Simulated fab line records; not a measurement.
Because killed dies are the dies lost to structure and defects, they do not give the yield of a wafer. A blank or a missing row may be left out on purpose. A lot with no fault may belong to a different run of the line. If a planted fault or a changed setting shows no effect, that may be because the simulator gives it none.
The tool behind it: which one? -- flow n5-finfet -- 24 lots with 72 wafers sampled at 6 steps, on a route of 1938 steps

## WHAT EACH GAUGE READ, for each wafer
N5_BEOL_M5_CD_MEAS_35: target cd 28 nm, target cd y 24 nm.
lot,measured,on,cd-nm (nm)
L074,day 11 04:48,cd-sem-03,28.4 28.0 28.1
L077,day 12 01:59,cd-sem-01,27.8 28.3 27.4
L076,day 12 12:08,cd-sem-02,28.7 27.9 28.5
L075,day 12 13:58,cd-sem-03,28.0 28.7 28.7
L080,day 12 18:43,cd-sem-03,27.8 27.2 27.7
L078,day 12 22:16,cd-sem-03,27.6 28.2 29.0
L082,day 13 04:59,cd-sem-03,28.5 27.6 27.6
L079,day 13 05:46,cd-sem-03,27.5 28.3 27.5
L086,day 13 16:11,cd-sem-03,28.6 28.7 28.4
L084,day 13 21:31,cd-sem-03,27.6 27.3 26.4
L081,day 14 05:01,cd-sem-03,27.9 28.1 28.0
L083,day 14 10:20,cd-sem-03,27.6 28.4 28.0
L085,day 14 13:31,cd-sem-03,28.3 28.3 27.7
L090,day 14 21:55,cd-sem-02,27.5 27.2 28.2
L089,day 15 22:11,cd-sem-02,27.7 28.8 28.5
L087,day 16 00:52,cd-sem-03,27.9 27.9 27.8
L088,day 16 00:55,cd-sem-03,28.8 28.1 27.8
L092,day 16 05:50,cd-sem-03,28.7 27.7 27.7
L091,day 16 06:01,cd-sem-02,27.7 28.0 27.5
L094,day 16 13:29,cd-sem-02,27.2 28.7 27.6
L096,day 16 13:57,cd-sem-02,27.7 29.2 28.0
L093,day 17 08:29,cd-sem-02,28.0 27.8 28.1
L095,day 17 11:26,cd-sem-03,28.9 28.2 27.4
L097,day 17 17:00,cd-sem-01,27.4 27.0 27.3

N5_BEOL_M6_THK_MEAS_01.
lot,measured,on,M6_ILD_THK (nm)
L074,day 11 14:41,film-metro-02,151.6 146.0 146.9
L077,day 12 09:05,film-metro-01,151.4 148.2 151.8
L076,day 12 20:00,film-metro-02,151.0 154.1 153.2
L075,day 12 22:46,film-metro-02,151.9 154.5 156.3
L080,day 13 02:44,film-metro-01,153.4 153.6 154.2
L078,day 13 06:56,film-metro-02,151.7 156.3 157.8
L082,day 13 12:58,film-metro-01,154.2 157.2 155.7
L079,day 13 14:35,film-metro-01,150.6 155.0 151.4
L086,day 14 00:41,film-metro-02,153.7 153.9 155.5
L084,day 14 15:25,film-metro-01,151.2 158.2 152.9
L081,day 14 13:24,film-metro-02,153.8 155.4 154.7
L083,day 14 17:25,film-metro-02,155.4 151.0 157.4
L085,day 14 21:52,film-metro-02,151.6 151.9 156.8
L090,day 15 12:19,film-metro-02,145.9 151.1 149.2
L089,day 16 09:53,film-metro-01,156.1 154.1 155.1
L087,day 16 11:49,film-metro-01,153.8 157.0 156.7
L088,day 16 12:53,film-metro-01,150.7 153.3 154.0
L092,day 16 15:58,film-metro-02,152.0 148.9 153.5
L091,day 16 16:43,film-metro-01,154.4 155.8 155.5
L094,day 16 21:03,film-metro-01,152.4 154.3 154.9
L096,day 16 23:39,film-metro-01,154.9 154.4 154.3
L093,day 17 17:40,film-metro-01,154.3 152.6 157.1
L095,day 17 18:37,film-metro-01,152.8 155.0 154.7
L097,day 18 05:00,film-metro-01,157.2 157.5 155.9

## EACH LOT AND THE TOOL THAT RAN IT (in order: tool; ch and the chambers of the sampled wafers; start)
lot,N5_BEOL_M5_ETCH_67,N5_BEOL_M5_SURFACE_TREAT_87,N5_BEOL_M5_SPUTTER_83,N5_BEOL_M5_PRE_CLEAN_77
L074,"rie-diel-02 ch 1,2,3, day 11 04:17","pvd-sputter-03, day 11 07:41","pvd-sputter-03, day 11 10:48","cvd-co-01 ch 0,1, day 11 13:48"
L077,"rie-diel-02 ch 0,1,3, day 12 01:28","pvd-sputter-03, day 12 02:42","pvd-sputter-03, day 12 05:11","cvd-co-01 ch 0,1, day 12 08:13"
L076,"rie-diel-05 ch 2,3, day 12 11:37","pvd-sputter-01, day 12 13:01","pvd-sputter-01, day 12 15:29","cvd-co-02 ch 1,2, day 12 18:33"
L075,"rie-diel-06 ch 0,1,3, day 12 13:26","pvd-sputter-02, day 12 16:09","pvd-sputter-03, day 12 18:53","cvd-co-01 ch 1,2, day 12 21:53"
L080,"rie-diel-06 ch 0,3, day 12 18:11","pvd-sputter-02, day 12 20:16","pvd-sputter-02, day 12 22:41","cvd-co-01 ch 0,1, day 13 01:52"
L078,"rie-diel-05 ch 0,1,3, day 12 21:44","pvd-sputter-03, day 13 00:25","pvd-sputter-03, day 13 02:58","cvd-co-02 ch 0,1,2, day 13 05:58"
L082,"rie-diel-02 ch 0,1,3, day 13 04:27","pvd-sputter-03, day 13 06:34","pvd-sputter-03, day 13 09:04","cvd-co-02 ch 0,2, day 13 12:05"
L079,"rie-diel-02 ch 0,3, day 13 05:14","pvd-sputter-02, day 13 08:06","pvd-sputter-01, day 13 10:36","cvd-co-01 ch 0,1,2, day 13 13:45"
L086,"rie-diel-06 ch 0,1,3, day 13 15:40","pvd-sputter-03, day 13 17:08","pvd-sputter-01, day 13 19:38","cvd-co-02 ch 0,2, day 13 23:49"
L084,"rie-diel-05 ch 0,1,3, day 13 20:59","pvd-sputter-02, day 13 22:35","pvd-sputter-01, day 14 02:44","cvd-co-01 ch 1,2, day 14 14:34"
L081,"rie-diel-06 ch 0,3, day 14 04:29","pvd-sputter-03, day 14 06:43","pvd-sputter-03, day 14 09:07","cvd-co-01 ch 0,1, day 14 12:13"
L083,"rie-diel-06 ch 1,3, day 14 09:49","pvd-sputter-02, day 14 11:05","pvd-sputter-02, day 14 13:29","cvd-co-01 ch 0,1, day 14 16:33"
L085,"rie-diel-02 ch 0,1,3, day 14 12:59","pvd-sputter-03, day 14 14:36","pvd-sputter-02, day 14 17:59","cvd-co-02 ch 0,1, day 14 20:59"
L090,"rie-diel-05 ch 1,2,3, day 14 21:24","pvd-sputter-01, day 14 23:11","pvd-sputter-01, day 15 02:00","cvd-co-02 ch 0,1,2, day 15 05:01"
L089,"rie-diel-05 ch 0,3, day 15 21:40","pvd-sputter-03, day 16 03:38","pvd-sputter-01, day 16 06:01","cvd-co-02 ch 0,1, day 16 09:01"
L087,"rie-diel-06 ch 0,2,3, day 16 00:20","pvd-sputter-02, day 16 04:57","pvd-sputter-03, day 16 07:26","cvd-co-02 ch 0,1, day 16 10:26"
L088,"rie-diel-02 ch 0,2,3, day 16 00:23","pvd-sputter-02, day 16 05:20","pvd-sputter-02, day 16 08:02","cvd-co-01 ch 0,1,2, day 16 11:04"
L092,"rie-diel-02 ch 0,1,3, day 16 05:19","pvd-sputter-01, day 16 08:38","pvd-sputter-01, day 16 11:12","cvd-co-01 ch 0,1, day 16 14:14"
L091,"rie-diel-06 ch 1,3, day 16 05:30","pvd-sputter-03, day 16 09:41","pvd-sputter-03, day 16 12:06","cvd-co-01 ch 0,1, day 16 15:07"
L094,"rie-diel-05 ch 0,3, day 16 12:57","pvd-sputter-01, day 16 14:46","pvd-sputter-03, day 16 17:11","cvd-co-01 ch 1,2, day 16 20:11"
L096,"rie-diel-02 ch 0,1,3, day 16 13:25","pvd-sputter-01, day 16 17:20","pvd-sputter-02, day 16 19:47","cvd-co-02 ch 0,1,2, day 16 22:47"
L093,"rie-diel-02 ch 0,1,2, day 17 07:58","pvd-sputter-02, day 17 09:22","pvd-sputter-03, day 17 13:32","cvd-co-01 ch 0,2, day 17 16:32"
L095,"rie-diel-06 ch 2,3, day 17 10:55","pvd-sputter-01, day 17 12:17","pvd-sputter-01, day 17 14:44","cvd-co-01 ch 0,1,2, day 17 17:45"
L097,"rie-diel-05 ch 1,2,3, day 17 16:29","pvd-sputter-01, day 17 18:17","pvd-sputter-02, day 17 21:20","cvd-co-01 ch 0,1,2, day 18 04:09"
- N5_BEOL_M5_ETCH_67: etches SiARC in CF4, target depth 15.6 nm, time 26 s.
- N5_BEOL_M5_SURFACE_TREAT_87
- N5_BEOL_M5_SPUTTER_83: material Cu, target thk 15 nm, time 27.62 s.
- N5_BEOL_M5_PRE_CLEAN_77: time 15 s.

## AS READ BY THE TOOLS THEMSELVES (means over the sampled wafers that have a number; for cases with no such wafer, the mark the record gives instead)
N5_BEOL_M5_ETCH_67.
lot,tool,drypump-motor-current-A (A),etch-rf-on-time-s (s),oes-product-au (a.u.),rf-vpp-V (V),showerhead-plenum-p-Torr (Torr),throttle-valve-pct (%)
L074,rie-diel-02,5.7,27.4,0.65,183.7,2.17,15.70
L077,rie-diel-02,5.6,26.5,0.74,184.3,2.19,15.66
L076,rie-diel-05,6.0,25.5,0.65,184.2,2.17,15.57
L075,rie-diel-06,5.8,25.9,0.71,184.9,2.18,15.54
L080,rie-diel-06,5.9,26.2,0.69,183.7,2.15,15.70
L078,rie-diel-05,5.4,26.3,0.61,182.7,2.10,15.74
L082,rie-diel-02,5.6,26.5,0.72,184.3,2.19,15.67
L079,rie-diel-02,5.1,25.9,0.77,184.5,2.20,15.70
L086,rie-diel-06,5.8,25.8,0.71,184.5,2.18,15.56
L084,rie-diel-05,5.4,26.5,0.59,183.0,2.09,15.76
L081,rie-diel-06,6.0,25.5,0.73,184.6,2.16,15.60
L083,rie-diel-06,5.9,25.0,0.74,184.0,2.19,15.44
L085,rie-diel-02,5.6,26.7,0.70,183.9,2.19,15.70
L090,rie-diel-05,5.8,26.2,0.61,184.3,2.16,15.71
L089,rie-diel-05,5.2,26.5,0.59,182.1,2.04,15.76
L087,rie-diel-06,5.8,25.8,0.73,184.1,2.14,15.53
L088,rie-diel-02,5.2,26.6,0.73,184.3,2.16,15.62
L092,rie-diel-02,5.7,27.2,0.68,184.4,2.18,15.73
L091,rie-diel-06,5.7,26.0,0.69,185.1,2.20,15.43
L094,rie-diel-05,5.2,26.2,0.59,182.6,2.04,15.78
L096,rie-diel-02,5.6,27.0,0.68,185.2,2.18,15.74
L093,rie-diel-02,5.4,26.6,0.72,185.2,2.22,15.53
L095,rie-diel-06,5.7,25.1,0.78,185.2,2.13,15.33
L097,rie-diel-05,5.8,25.9,0.67,184.4,2.15,15.58

N5_BEOL_M5_SPUTTER_83.
lot,tool,substrate-temp-c (C),throttle-valve-pct (%)
L074,pvd-sputter-03,-19.99,30.0
L077,pvd-sputter-03,-19.94,29.7
L076,pvd-sputter-01,-20.00,29.4
L075,pvd-sputter-03,-20.01,29.8
L080,pvd-sputter-02,-19.90,29.8
L078,pvd-sputter-03,-19.97,29.8
L082,pvd-sputter-03,-20.05,30.2
L079,pvd-sputter-01,-19.99,29.5
L086,pvd-sputter-01,-20.02,30.1
L084,pvd-sputter-01,-19.87,30.4
L081,pvd-sputter-03,-19.97,30.6
L083,pvd-sputter-02,-20.06,29.6
L085,pvd-sputter-02,-20.11,29.6
L090,pvd-sputter-01,-20.07,30.1
L089,pvd-sputter-01,-20.05,30.2
L087,pvd-sputter-03,-19.89,30.5
L088,pvd-sputter-02,-19.95,29.9
L092,pvd-sputter-01,-20.08,30.2
L091,pvd-sputter-03,-20.02,30.1
L094,pvd-sputter-03,-19.97,29.8
L096,pvd-sputter-02,-19.95,29.9
L093,pvd-sputter-03,-19.97,30.6
L095,pvd-sputter-01,-20.00,30.6
L097,pvd-sputter-02,-19.89,29.9

N5_BEOL_M5_PRE_CLEAN_77.
lot,tool,heater-power-w (W)
L074,cvd-co-01,90
L077,cvd-co-01,92
L076,cvd-co-02,78
L075,cvd-co-01,86
L080,cvd-co-01,92
L078,cvd-co-02,71
L082,cvd-co-02,71
L079,cvd-co-01,88
L086,cvd-co-02,70
L084,cvd-co-01,88
L081,cvd-co-01,93
L083,cvd-co-01,92
L085,cvd-co-02,73
L090,cvd-co-02,72
L089,cvd-co-02,67
L087,cvd-co-02,72
L088,cvd-co-01,85
L092,cvd-co-01,85
L091,cvd-co-01,90
L094,cvd-co-01,85
L096,cvd-co-02,73
L093,cvd-co-01,89
L095,cvd-co-01,87
L097,cvd-co-01,88

## THE ANSWER, worked out from the rows above alone
Rule: the usual values come from the lots themselves. Put in order of their means at a reading, lots are off if they are a third of the lots or fewer, leave a main group of 4 or more, and stand apart from it by a gap of 3 or more times the standard deviation of the main group's means; of several such gaps the widest counts. A main group whose means are all the same, to the digits that the tables above print for the reading, isn't used. A lot without any number at a reading at which 4 lots or more have one is off too. Any other lot the step has rows for is counted as sound. After the gauges, taken in route order, come the tools' own readings; for these a lot's mean is taken, as printed above. At the first step where some lot is off, the reading lying furthest off is the one used; lots without a number count as furthest.
No lot is off on any of the readings shown, so nothing can be concluded from this.

## WHAT THE SIMULATOR HAD PUT IN
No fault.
